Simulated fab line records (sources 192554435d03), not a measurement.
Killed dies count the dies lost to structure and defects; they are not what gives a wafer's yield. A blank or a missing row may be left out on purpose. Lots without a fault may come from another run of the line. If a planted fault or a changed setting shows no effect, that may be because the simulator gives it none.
Matching of chambers	flow n5-finfet	N5_BEOL_M9_ETCH_62 on rie-diel-01: 4 sister chambers
The step etches SOC in N2/H2, target depth 110 nm, overetch 22 nm, time 165 s. 4 wafers are shown with their chamber, then 9 later ones without.

WAFERS PAIRED WITH THEIR CHAMBERS
wafer	chamber	throttle-valve-pct (%)
L078.3	2	17.51
L090.1	1	17.90
L090.3	3	17.82
L090.6	0	18.15

WAFERS WITHOUT THEIR CHAMBER
wafer	throttle-valve-pct (%)
L088.3	17.89
L088.5	17.90
L088.6	18.19
L093.1	17.55
L093.3	18.18
L093.5	17.56
L096.3	17.57
L096.4	18.20
L096.5	17.58

WHICH CHAMBER EACH ONE RAN IN
wafer	from the rows above	in truth
L088.3	can't be placed: 1 or 3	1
L088.5	can't be placed: 1 or 3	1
L088.6	0	0
L093.1	2	2
L093.3	0	0
L093.5	2	2
L096.3	2	2
L096.4	0	0
L096.5	2	2
Correctly placed: 7 of 9. From these rows, 2 cannot be placed; in 2 the true chamber is one of the candidates. 0 placed wrongly.
How it was worked out, from the rows above alone: a wafer's distance from a chamber is the root of the sum, over the readings, of the square of ((its reading less the chamber's mean) divided by the reading's scatter). If the next closest chamber is less than 2 further off than the closest, the wafer can't be placed; otherwise it belongs to the closest. For every chamber, the mean is computed from those of its wafers that are shown. The scatter: root of mean squared gap, hidden wafer to nearest shown wafer, with one shown wafer a chamber.
